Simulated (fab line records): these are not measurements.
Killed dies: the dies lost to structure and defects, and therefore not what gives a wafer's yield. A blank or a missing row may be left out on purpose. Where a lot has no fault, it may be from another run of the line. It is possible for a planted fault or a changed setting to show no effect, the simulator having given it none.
fab line records	flow n5-finfet	part 1 of 2: steps 1 to 25 of 32
[record] lots = 5	wafers = 15	last-day = 19
route steps=1938 shown BEOL_M10@1477
lots that met no fault: taken from a fault-free run of the same line
start-h: start of the lot's first displayed wafer, in hours after the record's first day	wait-h: time in hours since the lot's previous step	" identical to the entry in the row above	L1.1+2: a row that stands for several wafers	- value missing, or start not given	* or withheld: withheld	< > ~ a bound
route shown NAME@n: NAME is a module with steps in the file, n the number in the route of the first one	usual: mean/standard deviation of fault-free wafers	same: alike in all rows	chamber/n: place in a boat	sites: each site's reading	_std_site: their standard deviation	_edge_site: the outer-site mean with the inner-site mean subtracted	radius-mm: how far each site lies from the wafer's centre	mask NAME#n: copy n	behind: the last tool/chamber to shape the wafer	hold: why the lot was held/for how many hours/how that ended	device: which transistor (n, p or np) failed to switch	end of line: at the end of the route, the tests of the same wafers	a step given without rows: its recipe and nothing more	killed: the dies lost at the first sort to structure and to defects; this is not the yield of the wafer	map: per-die view of a wafer (x killed, . not killed, _ where there is no die)
set.NAME: the setting as run; set.NAME@STEP: as run at that earlier step	model.NAME: the simulator's own value behind a step, which no gauge read
a table for each step, a row for each wafer; lots at some steps of the route
services: the hour from which a tool's chamber was out of use, counted from the record's first day as start-h (under 0 if before that day), plus the number of hours and why
[[steps]]
[step N5_BEOL_M10_COAT_05]
[recipe] resist = CAR-ArF	spin-rpm = 1500	resist-thk-nm = 90
lot.wafer	tool	chamber	start-h	wait-h
L081.1+2+4	litho-track-03	0	-	-
L082.2+4+6	litho-track-02	0	-	-
L083.1+2+6	litho-track-03	0	-	-
L093.1+2+5	litho-track-02	0	-	-
L090.1+3+6	litho-track-03	0	-	-
[step N5_BEOL_M10_EBR_07]
[recipe] solvent = PGMEA	ebr-width-mm = 1.5
[same] ebr-width-mm = 1.5
lot.wafer	tool	chamber	start-h	wait-h
L081.1+2+4	litho-track-03	0	-	-
L082.2+4+6	litho-track-02	0	-	-
L083.1+2+6	litho-track-03	0	-	-
L093.1+2+5	litho-track-02	0	-	-
L090.1+3+6	litho-track-03	0	-	-
[step N5_BEOL_M10_SOFTBAKE_06]
[recipe] temp-c = 110	time-s = 60	resist = CAR-ArF
lot.wafer	tool	chamber	start-h	wait-h
L081.1+2+4	litho-track-03	0	-	-
L082.2+4+6	litho-track-02	0	-	-
L083.1+2+6	litho-track-03	0	-	-
L093.1+2+5	litho-track-02	0	-	-
L090.1+3+6	litho-track-03	0	-	-
[step N5_BEOL_M10_EXPOSE_08]
[recipe] mask-id = M10	na = 1.35	source-shape = dipole	sigma-inner = 0.411	sigma-outer = 0.611	polarization = te	dose-mj = 53.75
[usual] stage-vel-mm-s = 499.98/0.25
[same] sigma-outer = 0.611
lot.wafer	tool	chamber	start-h	wait-h	mask	stage-vel-mm-s
L081.1	arfi-scanner-01	0	241.61	-	M10#0	500.25
L081.2	"	0	"	"	M10#0	499.71
L081.4	"	0	"	"	M10#0	500.20
L082.2	arfi-scanner-03	0	253.04	-	M10#0	500.21
L082.4	"	0	"	"	M10#0	500.16
L082.6	"	0	"	"	M10#0	499.88
L083.1	arfi-scanner-01	0	253.80	-	M10#0	500.21
L083.2	"	0	"	"	M10#0	500.37
L083.6	"	0	"	"	M10#0	499.94
L093.1	arfi-scanner-02	0	361.90	-	M10#0	500.55
L093.2	"	0	"	"	M10#0	500.33
L093.5	"	0	"	"	M10#0	500.35
L090.1	arfi-scanner-02	0	377.53	-	M10#0	500.01
L090.3	"	0	"	"	M10#0	499.74
L090.6	"	0	"	"	M10#0	499.68
[step N5_BEOL_M10_PEB_09]
[recipe] peb-temp-c = withheld	peb-time-s = 60	resist = CAR-ArF
[same] peb-time-s = 60
lot.wafer	tool	chamber	start-h	wait-h
L081.1+2+4	litho-track-05	0	241.67	0.1
L082.2+4+6	litho-track-02	0	253.10	0.1
L083.1+2+6	litho-track-02	0	253.86	0.1
L093.1+2+5	litho-track-03	0	361.96	0.1
L090.1+3+6	litho-track-03	0	377.59	0.1
[step N5_BEOL_M10_DEVELOP_10]
[recipe] develop-time-s = 30	developer = TMAH	resist = CAR-ArF	rinse-liquid = diw	dry = air-spin	dev-temp-c = 23
[same] develop-time-s = 30
lot.wafer	tool	chamber	start-h	wait-h
L081.1+2+4	litho-track-05	0	-	-
L082.2+4+6	litho-track-02	0	-	-
L083.1+2+6	litho-track-02	0	-	-
L093.1+2+5	litho-track-03	0	-	-
L090.1+3+6	litho-track-03	0	-	-
[step N5_BEOL_M10_CD_MEAS_11]
[recipe] target-cd-nm = 64.1	landing-energy-ev = 500	detector = se-inlens	polarity = opening
[usual] cd-nm = 64.0/0.75
lot.wafer	tool	chamber	start-h	wait-h	cd-nm
L081.1	cd-sem-01	0	241.74	-	64.5
L081.2	"	0	"	"	64.8
L081.4	"	0	"	"	64.3
L082.2	cd-sem-01	0	253.17	-	63.3
L082.4	"	0	"	"	62.8
L082.6	"	0	"	"	62.8
L083.1	cd-sem-03	0	253.93	-	63.7
L083.2	"	0	"	"	63.0
L083.6	"	0	"	"	63.5
L093.1	cd-sem-02	0	362.03	-	63.9
L093.2	"	0	"	"	64.1
L093.5	"	0	"	"	63.3
L090.1	cd-sem-03	0	377.66	-	64.3
L090.3	"	0	"	"	63.2
L090.6	"	0	"	"	64.8
[step N5_BEOL_M10_OVL_MEAS_12]
[recipe] points-per-wafer = 44
[usual] M10_OVL = -0.4/0.79
lot.wafer	tool	chamber	start-h	wait-h	M10_OVL[nm]
L081.1	overlay-01	0	241.77	0.0	-0.2
L081.2	"	0	"	"	0.3
L081.4	"	0	"	"	0.3
L082.2	overlay-01	0	253.20	0.0	-0.3
L082.4	"	0	"	"	0.3
L082.6	"	0	"	"	0.0
L083.1	overlay-02	0	253.96	0.0	-0.7
L083.2	"	0	"	"	-1.7
L083.6	"	0	"	"	-1.1
L093.1	overlay-01	0	362.06	0.0	-0.4
L093.2	"	0	"	"	-0.9
L093.5	"	0	"	"	-1.5
L090.1	overlay-01	0	377.69	0.0	-0.3
L090.3	"	0	"	"	-0.3
L090.6	"	0	"	"	0.0
[step N5_BEOL_M10_INSPECT_13]
[recipe] mode = adi	inspect-instrument = brightfield
[usual] raw-defect-count = 393/89
lot.wafer	tool	chamber	start-h	wait-h	raw-defect-count
L081.1	defect-inspect-01	-	241.79	0.0	377
L081.2	"	-	"	"	452
L081.4	"	-	"	"	445
L082.2	defect-inspect-01	-	253.22	0.0	544
L082.4	"	-	"	"	478
L082.6	"	-	"	"	432
L083.1	defect-inspect-01	-	253.98	0.0	469
L083.2	"	-	"	"	423
L083.6	"	-	"	"	430
L093.1	defect-inspect-02	-	362.08	0.0	399
L093.2	"	-	"	"	426
L093.5	"	-	"	"	449
L090.1	defect-inspect-02	-	377.71	0.0	536
L090.3	"	-	"	"	453
L090.6	"	-	"	"	484
[step N5_BEOL_M10_DESCUM_16]
[recipe] chemistry = O2	time-s = 7.9	source-power-w = 50	bias-power-w = 20	pressure-mtorr = 20	rf-frequency-hz = 2.712e+07	temp-c = 40	resist = CAR-ArF	o2-flow-sccm = 225
[usual] drypump-motor-current-A = 5.7/0.48	o2-flow-sccm = 225.1/0.62	oes-product-au = 0.82/0.083	rf-vpp-V = 243.2/1.2	showerhead-plenum-p-Torr = 2.10/0.066	throttle-valve-pct = 20.36/0.24
lot.wafer	tool	chamber	start-h	wait-h	drypump-motor-current-A	o2-flow-sccm	oes-product-au	rf-hours-counter-h	rf-vpp-V	showerhead-plenum-p-Torr	throttle-valve-pct
L081.1	rie-diel-06	0	242.07	0.3	5.5	226.2	0.81	92	242.2	2.12	20.16
L081.2	"	2	"	"	4.6	225.9	0.79	114	243.2	2.12	20.75
L081.4	"	1	"	"	5.3	225.2	0.69	232	241.9	1.96	20.38
L082.2	rie-diel-05	3	254.04	0.8	6.7	225.1	0.86	39	242.9	2.05	20.08
L082.4	"	3	"	"	6.6	225.5	0.87	-	243.1	2.05	20.08
L082.6	"	1	"	"	5.8	225.5	0.66	-	240.4	1.99	20.77
L083.1	rie-diel-01	3	254.56	0.6	6.0	225.2	0.76	135	243.8	2.08	20.59
L083.2	"	1	"	"	6.0	225.8	0.79	106	242.5	2.11	20.24
L083.6	"	3	"	"	6.0	221.5	0.75	-	244.1	2.08	20.58
L093.1	rie-diel-06	3	362.15	0.1	5.6	224.2	0.89	35	243.1	2.05	20.29
L093.2	"	1	"	"	5.3	224.9	0.96	9	245.9	2.22	20.09
L093.5	"	1	"	"	5.3	225.0	0.95	-	245.4	2.22	20.09
L090.1	rie-diel-01	0	377.75	0.0	5.8	225.3	0.84	88	244.2	2.13	20.16
L090.3	"	1	"	"	6.0	225.0	0.75	146	242.5	2.10	20.29
L090.6	"	3	"	"	6.0	225.3	0.72	-	242.7	2.06	20.64
[step N5_BEOL_M10_ETCH_61]
[recipe] chemistry = CF4	target = SiARC	target-depth-a = 390	mask-material = CAR-ArF	time-s = 65	ion-energy-ev = 80	pressure-mtorr = 40	source-w = 545	bias-w = 36	Ar_flow_sccm = 100	cf4-flow-sccm = 100	ends = cleared
[usual] drypump-motor-current-A = 5.7/0.48	etch-rf-on-time-s = 64.7/1.7	oes-product-au = 0.70/0.07	rf-vpp-V = 184.1/1.1	showerhead-plenum-p-Torr = 2.14/0.064	throttle-valve-pct = 15.52/0.27
lot.wafer	tool	chamber	start-h	wait-h	drypump-motor-current-A	etch-rf-on-time-s	oes-product-au	rf-hours-counter-h	rf-vpp-V	showerhead-plenum-p-Torr	throttle-valve-pct
L081.1	rie-diel-06	0	242.10	0.0	5.5	67.6	0.68	92	184.7	2.18	15.38
L081.2	"	2	"	"	4.6	65.5	0.67	114	183.9	2.15	15.81
L081.4	"	1	"	"	5.3	66.4	0.59	232	182.5	2.03	15.71
L082.2	rie-diel-05	3	254.07	0.0	6.6	65.2	0.73	39	183.9	2.09	15.18
L082.4	"	3	"	"	6.6	64.3	0.74	-	184.2	2.09	15.16
L082.6	"	1	"	"	5.8	65.5	0.58	-	182.8	2.03	15.96
L083.1	rie-diel-01	3	254.59	0.0	6.0	64.8	0.65	135	185.7	2.16	15.99
L083.2	"	1	"	"	6.0	64.3	0.67	106	183.0	2.15	15.41
L083.6	"	3	"	"	6.1	64.9	0.65	-	184.3	2.16	15.99
L093.1	rie-diel-06	3	362.19	0.0	5.6	65.3	0.75	35	184.8	2.09	15.37
L093.2	"	1	"	"	5.3	64.2	0.81	9	184.9	2.27	15.29
L093.5	"	1	"	"	5.3	64.0	0.81	-	186.3	2.27	15.27
L090.1	rie-diel-01	0	377.78	0.0	5.8	62.2	0.72	88	184.8	2.16	15.33
L090.3	"	1	"	"	6.0	64.7	0.64	146	183.3	2.13	15.49
L090.6	"	3	"	"	6.0	65.3	0.62	-	183.5	2.14	16.08
[step N5_BEOL_M10_ETCH_62]
[recipe] chemistry = N2/H2	target = SOC	target-depth-a = 1100	overetch-a = 220	mask-material = SiARC	temp-c = 40	time-s = 165	ion-energy-ev = 200	pressure-mtorr = 30	source-w = 840	bias-w = 150	n2-flow-sccm = 200	h2-flow-sccm = 200
[usual] drypump-motor-current-A = 5.7/0.48	oes-product-au = 0.69/0.065	rf-vpp-V = 524.0/2.3	showerhead-plenum-p-Torr = 2.55/0.079	throttle-valve-pct = 17.76/0.29
lot.wafer	tool	chamber	start-h	wait-h	drypump-motor-current-A	oes-product-au	rf-hours-counter-h	rf-vpp-V	showerhead-plenum-p-Torr	throttle-valve-pct
L081.1	rie-diel-06	0	242.15	0.0	5.5	0.69	92	525.4	2.58	17.71
L081.2	"	2	"	"	4.6	0.67	114	524.0	2.56	18.06
L081.4	"	1	"	"	5.3	0.59	232	521.2	2.42	18.09
L082.2	rie-diel-05	3	254.12	0.0	6.6	0.72	39	522.5	2.49	17.42
L082.4	"	3	"	"	6.6	0.71	-	522.4	2.49	17.44
L082.6	"	1	"	"	5.8	0.58	-	519.3	2.39	18.10
L083.1	rie-diel-01	3	254.64	0.0	6.1	0.64	135	525.6	2.56	18.14
L083.2	"	1	"	"	6.0	0.66	106	525.5	2.53	17.43
L083.6	"	3	"	"	6.1	0.64	-	523.5	2.56	18.14
L093.1	rie-diel-06	3	362.24	0.0	5.6	0.75	35	523.8	2.47	17.47
L093.2	"	1	"	"	5.3	0.80	10	528.2	2.73	17.72
L093.5	"	1	"	"	5.3	0.79	-	528.2	2.73	17.73
L090.1	rie-diel-01	0	377.83	0.0	5.8	0.70	88	525.1	2.57	17.43
L090.3	"	1	"	"	6.0	0.62	146	524.1	2.51	17.51
L090.6	"	3	"	"	6.0	0.61	-	523.5	2.54	18.19
[step N5_BEOL_M10_STRIP_68]
[recipe] chemistry = N2/H2	temp-c = 40	n2-flow-sccm = 200	h2-flow-sccm = 200	rf-frequency-hz = 6e+07
lot.wafer	tool	chamber	start-h	wait-h
L081.1+2+4	rie-diel-06	0,2,1	242.29	0.1
L082.2+4+6	rie-diel-05	3,3,1	254.26	0.1
L083.1+2+6	rie-diel-01	3,1,3	254.78	0.1
L093.1+2+5	rie-diel-06	3,1,1	362.37	0.1
L090.1+3+6	rie-diel-01	0,1,3	377.97	0.1
[step N5_BEOL_M10_STRIP_67]
[recipe] chemistry = CF4	resist = SiARC	power-w = 300	bias-power-w = 75	pressure-mtorr = 50	cf4-flow-sccm = 150	rf-frequency-hz = 6e+07
[usual] drypump-motor-current-A = 5.7/0.48	oes-product-au = 0.82/0.076	rf-vpp-V = 271.1/1.4	showerhead-plenum-p-Torr = 1.80/0.055	throttle-valve-pct = 13.50/0.27
lot.wafer	tool	chamber	start-h	wait-h	drypump-motor-current-A	oes-product-au	rf-hours-counter-h	rf-vpp-V	showerhead-plenum-p-Torr	throttle-valve-pct
L081.1	rie-diel-06	0	242.30	0.0	5.5	0.81	92	271.8	1.83	13.39
L081.2	"	2	"	"	4.6	0.79	114	271.7	1.81	13.78
L081.4	"	1	"	"	5.3	0.69	232	269.1	1.70	13.72
L082.2	rie-diel-05	3	254.27	0.0	6.6	0.85	39	269.0	1.75	13.12
L082.4	"	3	"	"	6.6	0.86	-	270.3	1.75	13.14
L082.6	"	1	"	"	5.8	0.68	-	268.8	1.70	13.93
L083.1	rie-diel-01	3	254.79	0.0	6.0	0.75	135	272.0	1.81	13.95
L083.2	"	1	"	"	6.0	0.79	106	270.8	1.81	13.41
L083.6	"	3	"	"	6.0	0.76	-	270.1	1.81	13.95
L093.1	rie-diel-06	3	362.38	0.0	5.6	0.87	35	269.8	1.76	13.37
L093.2	"	1	"	"	5.3	0.93	10	271.9	1.90	13.22
L093.5	"	1	"	"	5.3	0.95	-	274.4	1.90	13.23
L090.1	rie-diel-01	0	377.98	0.0	5.8	0.82	88	271.6	1.83	13.36
L090.3	"	1	"	"	6.0	0.75	146	272.5	1.79	13.51
L090.6	"	3	"	"	6.0	0.73	-	271.0	1.80	14.04
[step N5_BEOL_M10_HM_OPEN_17]
[recipe] chemistry = Cl2/BCl3	target-depth-a = 200	overetch-a = 60	target = TiN	mask-material = SOC	ion-energy-ev = 150	pressure-mtorr = 10	icp-w = 1000	bias-w = 126	Cl2_flow_sccm = 53.25	bcl3-flow-sccm = 21.75	Ar_flow_sccm = 25
[usual] drypump-motor-current-A = 5.9/0.34	oes-product-au = 0.69/0.046	throttle-valve-pct = 22.16/0.16
lot.wafer	tool	chamber	start-h	wait-h	drypump-motor-current-A	oes-product-au	rf-hours-counter-h	throttle-valve-pct
L081.1	rie-metal-01	1	242.34	0.0	6.2	0.66	38	22.08
L081.2	"	0	"	"	5.6	0.76	8	21.99
L081.4	"	1	"	"	6.2	0.66	-	22.09
L082.2	rie-metal-01	1	254.31	0.0	6.2	0.65	40	22.09
L082.4	"	1	"	"	6.2	0.66	-	22.09
L082.6	"	0	"	"	5.6	0.76	-	22.01
L083.1	rie-metal-02	1	254.83	0.0	5.3	0.70	26	22.38
L083.2	"	0	"	"	6.2	0.75	15	22.14
L083.6	"	0	"	"	6.2	0.74	-	22.13
L093.1	rie-metal-02	1	362.42	0.0	5.3	0.69	32	22.39
L093.2	"	0	"	"	6.2	0.72	22	22.13
L093.5	"	0	"	"	6.2	0.72	-	22.15
L090.1	rie-metal-02	1	378.02	0.0	5.3	0.68	33	22.38
L090.3	"	1	"	"	5.3	0.67	-	22.38
L090.6	"	0	"	"	6.2	0.72	-	22.15
[step N5_BEOL_M10_STRIP_19]
[recipe] chemistry = O2	power-w = 400	temp-c = 40	pressure-mtorr = 30	rf-frequency-hz = 6e+07	bias-power-w = 0	overash-fraction = 0.2	o2-flow-sccm = 225
[usual] drypump-motor-current-A = 5.7/0.5	o2-flow-sccm = 225.0/0.67	oes-product-au = 0.83/0.076	rf-vpp-V = 3.7/0.62	showerhead-plenum-p-Torr = 2.10/0.065	throttle-valve-pct = 16.58/0.23
lot.wafer	tool	chamber	start-h	wait-h	drypump-motor-current-A	o2-flow-sccm	oes-product-au	rf-hours-counter-h	rf-vpp-V	showerhead-plenum-p-Torr	throttle-valve-pct
L081.1	rie-diel-01	0	242.52	0.1	5.8	223.2	0.91	44	3.1	2.15	16.34
L081.2	"	1	"	"	6.0	225.6	0.80	100	3.1	2.12	16.50
L081.4	"	3	"	"	6.0	223.7	0.76	130	3.5	2.08	16.86
L082.2	rie-diel-06	0	254.50	0.2	5.5	226.3	0.80	97	2.9	2.12	16.41
L082.4	"	3	"	"	5.6	225.6	0.97	5	3.2	2.06	16.41
L082.6	"	2	"	"	4.6	224.3	0.79	-	4.4	2.12	16.94
L083.1	rie-diel-01	0	255.02	0.2	5.8	225.8	0.89	48	3.9	2.15	16.34
L083.2	"	2	"	"	5.4	225.4	0.81	81	3.5	2.04	16.78
L083.6	"	2	"	"	5.4	226.2	0.81	-	3.7	2.04	16.78
L093.1	rie-diel-05	1	362.55	0.1	5.8	223.5	0.94	15	4.0	2.25	16.63
L093.2	"	2	"	"	6.1	224.7	0.86	61	4.7	2.13	16.40
L093.5	"	0	"	"	5.7	225.6	0.88	-	4.1	2.06	16.52
L090.1	rie-diel-05	2	378.13	0.1	6.1	225.3	0.86	67	4.0	2.13	16.39
L090.3	"	3	"	"	6.6	224.3	0.81	76	3.6	2.05	16.37
L090.6	"	1	"	"	5.8	224.4	0.93	-	3.2	2.24	16.64
[step N5_BEOL_M10_CD_MEAS_18]
[recipe] pitch-nm = 140	target-cd-nm = 70
[usual] cd-nm = 69.9/0.76
lot.wafer	tool	chamber	start-h	wait-h	cd-nm
L081.1	cd-sem-01	-	242.59	0.0	71.0
L081.2	"	-	"	"	70.6
L081.4	"	-	"	"	70.0
L082.2	cd-sem-03	-	254.57	0.1	69.1
L082.4	"	-	"	"	68.3
L082.6	"	-	"	"	68.4
L083.1	cd-sem-01	-	255.09	0.1	69.4
L083.2	"	-	"	"	68.9
L083.6	"	-	"	"	69.6
L093.1	cd-sem-02	-	362.62	0.0	69.9
L093.2	"	-	"	"	70.2
L093.5	"	-	"	"	68.8
L090.1	cd-sem-02	-	378.20	0.1	70.0
L090.3	"	-	"	"	69.0
L090.6	"	-	"	"	70.6
[step N5_BEOL_M10_COAT_63]
[recipe] resist = SOC	temp-c = 250	time-s = 60	spin-rpm = 1500	resist-thk-nm = 100
lot.wafer	tool	chamber	start-h	wait-h
L081.1+2+4	litho-track-02	0	242.63	0.0
L082.2+4+6	litho-track-03	0	254.61	0.0
L083.1+2+6	litho-track-05	0	255.13	0.0
L093.1+2+5	litho-track-03	0	364.96	2.3
L090.1+3+6	litho-track-05	0	379.12	0.9
[step N5_BEOL_M10_COAT_64]
[recipe] resist = SiARC	temp-c = 220	time-s = 60	spin-rpm = 1500	resist-thk-nm = 30
lot.wafer	tool	chamber	start-h	wait-h
L081.1+2+4	litho-track-02	0	-	-
L082.2+4+6	litho-track-03	0	-	-
L083.1+2+6	litho-track-05	0	-	-
L093.1+2+5	litho-track-03	0	-	-
L090.1+3+6	litho-track-05	0	-	-
[step N5_BEOL_M10_COAT_22]
[recipe] resist = CAR-ArF	spin-rpm = 1500	resist-thk-nm = 90
lot.wafer	tool	chamber	start-h	wait-h
L081.1+2+4	litho-track-02	0	-	-
L082.2+4+6	litho-track-03	0	-	-
L083.1+2+6	litho-track-05	0	-	-
L093.1+2+5	litho-track-03	0	-	-
L090.1+3+6	litho-track-05	0	-	-
[step N5_BEOL_M10_EBR_24]
[recipe] solvent = PGMEA	ebr-width-mm = 1.5
[same] ebr-width-mm = 1.5
lot.wafer	tool	chamber	start-h	wait-h
L081.1+2+4	litho-track-02	0	-	-
L082.2+4+6	litho-track-03	0	-	-
L083.1+2+6	litho-track-05	0	-	-
L093.1+2+5	litho-track-03	0	-	-
L090.1+3+6	litho-track-05	0	-	-
[step N5_BEOL_M10_SOFTBAKE_23]
[recipe] temp-c = 110	time-s = 60	resist = CAR-ArF
lot.wafer	tool	chamber	start-h	wait-h
L081.1+2+4	litho-track-02	0	-	-
L082.2+4+6	litho-track-03	0	-	-
L083.1+2+6	litho-track-05	0	-	-
L093.1+2+5	litho-track-03	0	-	-
L090.1+3+6	litho-track-05	0	-	-
[step N5_BEOL_M10_EXPOSE_25]
[recipe] mask-id = V9	na = 1.35	source-shape = annular	sigma-inner = 0.5	sigma-outer = 0.8	polarization = unpolarized	dose-mj = 85.5
[usual] stage-vel-mm-s = 499.97/0.23
[same] sigma-outer = 0.8
lot.wafer	tool	chamber	start-h	wait-h	mask	stage-vel-mm-s
L081.1	arfi-scanner-01	0	242.74	-	V9#0	499.69
L081.2	"	0	"	"	V9#0	499.99
L081.4	"	0	"	"	V9#0	500.04
L082.2	arfi-scanner-02	0	254.86	-	V9#0	500.01
L082.4	"	0	"	"	V9#0	500.30
L082.6	"	0	"	"	V9#0	500.26
L083.1	arfi-scanner-02	0	255.25	-	V9#0	499.91
L083.2	"	0	"	"	V9#0	499.89
L083.6	"	0	"	"	V9#0	500.09
L093.1	arfi-scanner-02	0	365.08	-	V9#0	500.10
L093.2	"	0	"	"	V9#0	500.39
L093.5	"	0	"	"	V9#0	499.99
L090.1	arfi-scanner-01	0	379.36	-	V9#0	500.02
L090.3	"	0	"	"	V9#0	499.84
L090.6	"	0	"	"	V9#0	500.08
[step N5_BEOL_M10_PEB_26]
[recipe] peb-temp-c = withheld	peb-time-s = 60	resist = CAR-ArF
[same] peb-time-s = 60
lot.wafer	tool	chamber	start-h	wait-h
L081.1+2+4	litho-track-03	0	242.81	0.1
L082.2+4+6	litho-track-05	0	254.91	0.1
L083.1+2+6	litho-track-03	0	255.31	0.1
L093.1+2+5	litho-track-03	0	365.15	0.1
L090.1+3+6	litho-track-02	0	379.43	0.1
[step N5_BEOL_M10_DEVELOP_27]
[recipe] develop-time-s = 30	developer = TMAH	resist = CAR-ArF	rinse-liquid = diw	dry = air-spin	dev-temp-c = 23
[same] develop-time-s = 30
lot.wafer	tool	chamber	start-h	wait-h
L081.1+2+4	litho-track-03	0	-	-
L082.2+4+6	litho-track-05	0	-	-
L083.1+2+6	litho-track-03	0	-	-
L093.1+2+5	litho-track-03	0	-	-
L090.1+3+6	litho-track-02	0	-	-
